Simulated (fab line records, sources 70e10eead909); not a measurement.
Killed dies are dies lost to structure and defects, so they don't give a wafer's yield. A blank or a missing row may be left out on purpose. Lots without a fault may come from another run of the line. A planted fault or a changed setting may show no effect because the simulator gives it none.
Which tool did it? | flow nand_harc | 15 lots, 45 wafers sampled, at 4 steps of a route of 1302

WHAT THE GAUGES READ, wafer by wafer
The record holds no reading of a measuring or inspecting step that can be judged against a usual standard deviation.

WHICH TOOL RAN EACH LOT (tool, then ch and the chambers of the sampled wafers, then the start)
lot  | NHARC_A_STAIRCASE_TRIM_22                     | NHARC_A_STAIRCASE_ETCH_25                     | NHARC_A_STAIRCASE_ETCH_188         | NHARC_A_STAIRCASE_ETCH_197
L707 | rie_diel-13 ch 1,2,3, day 16 05:40 or earlier | rie_diel-13 ch 0,2, day 16 05:40 or earlier   | rie_diel-12 ch 0,1,3, day 16 05:40 | rie_diel-13 ch 0,2,3, no start
L709 | rie_diel-12 ch 0,1, day 16 10:52 or earlier   | rie_diel-12 ch 1,3, day 16 10:52 or earlier   | rie_diel-12 ch 1,3, day 16 10:52   | rie_diel-01 ch 0,2,3, no start
L708 | rie_diel-12 ch 0,3, day 16 13:31 or earlier   | rie_diel-12 ch 0,1, day 16 13:31 or earlier   | rie_diel-13 ch 1,2,3, day 16 13:31 | rie_diel-13 ch 0,1,2, no start
L710 | rie_diel-13 ch 2,3, day 17 03:12 or earlier   | rie_diel-13 ch 1,3, day 17 03:12 or earlier   | rie_diel-12 ch 1,2, day 17 03:12   | rie_diel-12 ch 0,2, no start
L711 | rie_diel-12 ch 0,1,3, day 17 22:43 or earlier | rie_diel-12 ch 2,3, day 17 22:43 or earlier   | rie_diel-12 ch 1,2,3, day 17 22:43 | rie_diel-01 ch 0,1,2, no start
L713 | rie_diel-01 ch 0,1,2, day 18 08:54 or earlier | rie_diel-01 ch 0,2,3, day 18 08:54 or earlier | rie_diel-12 ch 0,2,3, day 18 08:54 | rie_diel-12 ch 0,2,3, no start
L714 | rie_diel-01 ch 0,2,3, day 19 00:50 or earlier | rie_diel-01 ch 0,2,3, day 19 00:50 or earlier | rie_diel-12 ch 1,3, day 19 00:50   | rie_diel-13 ch 0,2, no start
L722 | rie_diel-12 ch 0,1,3, day 21 22:41 or earlier | rie_diel-12 ch 1,3, day 21 22:41 or earlier   | rie_diel-12 ch 2,3, day 21 22:41   | rie_diel-12 ch 2,3, no start
L723 | rie_diel-12 ch 1,3, day 22 10:01 or earlier   | rie_diel-12 ch 1,3, day 22 10:01 or earlier   | rie_diel-12 ch 0,1,2, day 22 10:01 | rie_diel-12 ch 1,2, no start
L725 | rie_diel-13 ch 1,3, day 23 15:57 or earlier   | rie_diel-13 ch 0,1,2, day 23 15:57 or earlier | rie_diel-12 ch 0,1, day 23 15:57   | rie_diel-12 ch 1,2,3, no start
L726 | rie_diel-13 ch 2,3, day 23 17:02 or earlier   | rie_diel-13 ch 0,1, day 23 17:02 or earlier   | rie_diel-01 ch 0,2, day 23 17:02   | rie_diel-01 ch 0,1,3, no start
L727 | rie_diel-13 ch 1,3, day 24 00:49 or earlier   | rie_diel-13 ch 1,3, day 24 00:49 or earlier   | rie_diel-13 ch 1,2, day 24 00:49   | rie_diel-13 ch 0,1,3, no start
L728 | rie_diel-12 ch 1,2,3, day 24 21:01 or earlier | rie_diel-12 ch 0,2,3, day 24 21:01 or earlier | rie_diel-13 ch 0,3, day 24 21:01   | rie_diel-13 ch 1,2,3, no start
L729 | rie_diel-12 ch 0,1,3, day 25 12:05 or earlier | rie_diel-12 ch 0,1,2, day 25 12:05 or earlier | rie_diel-12 ch 0,1,2, day 25 12:05 | rie_diel-13 ch 0,1,2, no start
L730 | rie_diel-01 ch 0,2,3, day 25 12:13 or earlier | rie_diel-01 ch 0,1,3, day 25 12:13 or earlier | rie_diel-13 ch 0,1,3, day 25 12:13 | rie_diel-01 ch 1,2,3, no start
- NHARC_A_STAIRCASE_TRIM_22: chemistry O2, time 211.2 s.
- NHARC_A_STAIRCASE_ETCH_25: etches the open film in C4F8/O2, target depth 100 nm, time 40.5 s.
- NHARC_A_STAIRCASE_ETCH_188: etches the open film in C4F8/O2, target depth 100 nm, time 40.5 s.
- NHARC_A_STAIRCASE_ETCH_197: etches the open film in C4F8/O2, target depth 100 nm, time 40.5 s.

WHAT THE TOOLS THEMSELVES READ (means of the sampled wafers that have a number; where no wafer has one, the mark that the record gives instead)
NHARC_A_STAIRCASE_TRIM_22. Usual: drypump_motor_current_A 5.7 A, standard deviation 0.37; oes_product_au 0.997 a.u., standard deviation 0.0082; rf_vpp_V 57.9 V, standard deviation 0.9; showerhead_plenum_p_Torr 3.55 Torr, standard deviation 0.16; throttle_valve_pct 17.035 %, standard deviation 0.0094.
lot  | tool        | drypump_motor_current_A (A) | oes_product_au (a.u.) | rf_vpp_V (V) | showerhead_plenum_p_Torr (Torr) | throttle_valve_pct (%) | flag
L707 | rie_diel-13 | 5.7                         | 1.000                 | 58.3         | 3.58                            | 17.030                 |
L709 | rie_diel-12 | 5.6                         | 0.994                 | 57.7         | 3.51                            | 17.031                 |
L708 | rie_diel-12 | 5.2                         | 0.992                 | 58.6         | 3.64                            | 17.037                 |
L710 | rie_diel-13 | 6.0                         | 1.002                 | 57.8         | 3.62                            | 17.030                 |
L711 | rie_diel-12 | 5.4                         | 0.996                 | 57.9         | 3.63                            | 17.035                 |
L713 | rie_diel-01 | 5.7                         | 0.996                 | 57.1         | 3.60                            | 17.040                 |
L714 | rie_diel-01 | 5.8                         | 0.997                 | 58.3         | 3.46                            | 17.029                 |
L722 | rie_diel-12 | 5.4                         | 1.001                 | 57.9         | 3.62                            | 17.041                 |
L723 | rie_diel-12 | 5.5                         | 0.995                 | 58.3         | 3.74                            | 17.027                 |
L725 | rie_diel-13 | 5.5                         | 1.001                 | 59.1         | 3.52                            | 17.041                 |
L726 | rie_diel-13 | 5.9                         | 0.990                 | 58.0         | 3.59                            | 17.038                 |
L727 | rie_diel-13 | 5.5                         | 0.996                 | 57.6         | 3.52                            | 17.040                 |
L728 | rie_diel-12 | 5.5                         | 0.999                 | 57.1         | 3.60                            | 17.037                 |
L729 | rie_diel-12 | 5.4                         | 1.010                 | 58.3         | 3.60                            | 17.031                 |
L730 | rie_diel-01 | 5.8                         | 0.998                 | 57.8         | 3.43                            | 17.042                 |

NHARC_A_STAIRCASE_ETCH_25. Usual: oes_product_au 0.944 a.u., standard deviation 0.01; rf_vpp_V 896 V, standard deviation 5.6; run_length_s 61.6 s, standard deviation 0.34.
lot  | tool        | oes_product_au (a.u.) | rf_vpp_V (V) | run_length_s (s) | flag
L707 | rie_diel-13 | 0.945                 | 898          | 61.8             |
L709 | rie_diel-12 | 0.934                 | 905          | 61.9             |
L708 | rie_diel-12 | 0.933                 | 895          | 61.9             |
L710 | rie_diel-13 | 0.951                 | 894          | 61.6             |
L711 | rie_diel-12 | 0.947                 | 896          | 61.9             |
L713 | rie_diel-01 | 0.945                 | 893          | 61.4             |
L714 | rie_diel-01 | 0.954                 | 893          | 61.4             |
L722 | rie_diel-12 | 0.941                 | 903          | 61.8             |
L723 | rie_diel-12 | 0.958                 | 903          | 61.9             |
L725 | rie_diel-13 | 0.939                 | 898          | 61.7             |
L726 | rie_diel-13 | 0.956                 | 897          | 61.6             |
L727 | rie_diel-13 | 0.937                 | 896          | 61.4             |
L728 | rie_diel-12 | 0.944                 | 895          | 62.0             |
L729 | rie_diel-12 | 0.958                 | 894          | 61.8             |
L730 | rie_diel-01 | 0.948                 | 895          | 61.5             |

NHARC_A_STAIRCASE_ETCH_188. Usual: oes_product_au 0.942 a.u., standard deviation 0.017; rf_vpp_V 897 V, standard deviation 6.1; run_length_s 61.7 s, standard deviation 0.3.
lot  | tool        | oes_product_au (a.u.) | rf_vpp_V (V) | run_length_s (s) | flag
L707 | rie_diel-12 | 0.939                 | 900          | 61.6             |
L709 | rie_diel-12 | 0.924                 | 904          | 62.0             |
L708 | rie_diel-13 | 0.936                 | 897          | 61.3             |
L710 | rie_diel-12 | 0.927                 | 895          | 62.0             |
L711 | rie_diel-12 | 0.928                 | 899          | 69.8             | OFF
L713 | rie_diel-12 | 0.948                 | 895          | 69.9             | OFF
L714 | rie_diel-12 | 0.945                 | 904          | 70.0             | OFF
L722 | rie_diel-12 | 0.988                 | 899          | 61.8             |
L723 | rie_diel-12 | 0.947                 | 894          | 61.9             |
L725 | rie_diel-12 | 0.973                 | 895          | 61.9             |
L726 | rie_diel-01 | 0.939                 | 895          | 61.7             |
L727 | rie_diel-13 | 0.922                 | 900          | 61.5             |
L728 | rie_diel-13 | 0.928                 | 891          | 61.6             |
L729 | rie_diel-12 | 0.935                 | 894          | 61.7             |
L730 | rie_diel-13 | 0.953                 | 894          | 61.4             |

NHARC_A_STAIRCASE_ETCH_197. Usual: oes_product_au 0.944 a.u., standard deviation 0.016; rf_vpp_V 896 V, standard deviation 5.6; run_length_s 61.7 s, standard deviation 0.31.
lot  | tool        | oes_product_au (a.u.) | rf_vpp_V (V) | run_length_s (s) | flag
L707 | rie_diel-13 | 0.960                 | 897          | 61.7             |
L709 | rie_diel-01 | 0.961                 | 894          | 61.8             |
L708 | rie_diel-13 | 0.946                 | 899          | 61.6             |
L710 | rie_diel-12 | 0.934                 | 890          | 62.0             |
L711 | rie_diel-01 | 0.954                 | 899          | 61.5             |
L713 | rie_diel-12 | 0.942                 | 895          | 61.8             |
L714 | rie_diel-13 | 0.920                 | 901          | 61.6             |
L722 | rie_diel-12 | 0.917                 | 900          | 61.6             |
L723 | rie_diel-12 | 0.944                 | 895          | 61.9             |
L725 | rie_diel-12 | 0.954                 | 898          | 61.9             |
L726 | rie_diel-01 | 0.933                 | 895          | 61.4             |
L727 | rie_diel-13 | 0.945                 | 893          | 61.7             |
L728 | rie_diel-13 | 0.941                 | 897          | 61.6             |
L729 | rie_diel-13 | 0.961                 | 899          | 61.7             |
L730 | rie_diel-01 | 0.967                 | 896          | 61.5             |

THE ANSWER, worked out from the rows above alone
Rule: a lot is off if the mean of its wafers that have a number lies more than 3 standard deviations from the usual mean. A lot without any number at a reading at which 4 lots or more have one is off too. The other lots that the step has rows for count as sound. The gauges are gone through in route order, then the tools' own readings, and for those a lot's mean is taken as printed above. The first step at which some lot is off is used, and at that step the reading that is off furthest; a lot without a number counts as furthest.
Off: L711, L713, L714, at NHARC_A_STAIRCASE_ETCH_188 (run_length_s).
A tool fits if, at that step or a process step before it, it ran every lot that is off, and no sound lot after the first of them. NHARC_A_STAIRCASE_TRIM_22 gives no start for some lots, so the hours and the order of its lots are those of NHARC_A_STAIRCASE_ETCH_188. NHARC_A_STAIRCASE_ETCH_25 gives no start for some lots, so the hours and the order of its lots are those of NHARC_A_STAIRCASE_ETCH_188. None of those tried fits.

WHAT THE SIMULATOR HAD PUT IN
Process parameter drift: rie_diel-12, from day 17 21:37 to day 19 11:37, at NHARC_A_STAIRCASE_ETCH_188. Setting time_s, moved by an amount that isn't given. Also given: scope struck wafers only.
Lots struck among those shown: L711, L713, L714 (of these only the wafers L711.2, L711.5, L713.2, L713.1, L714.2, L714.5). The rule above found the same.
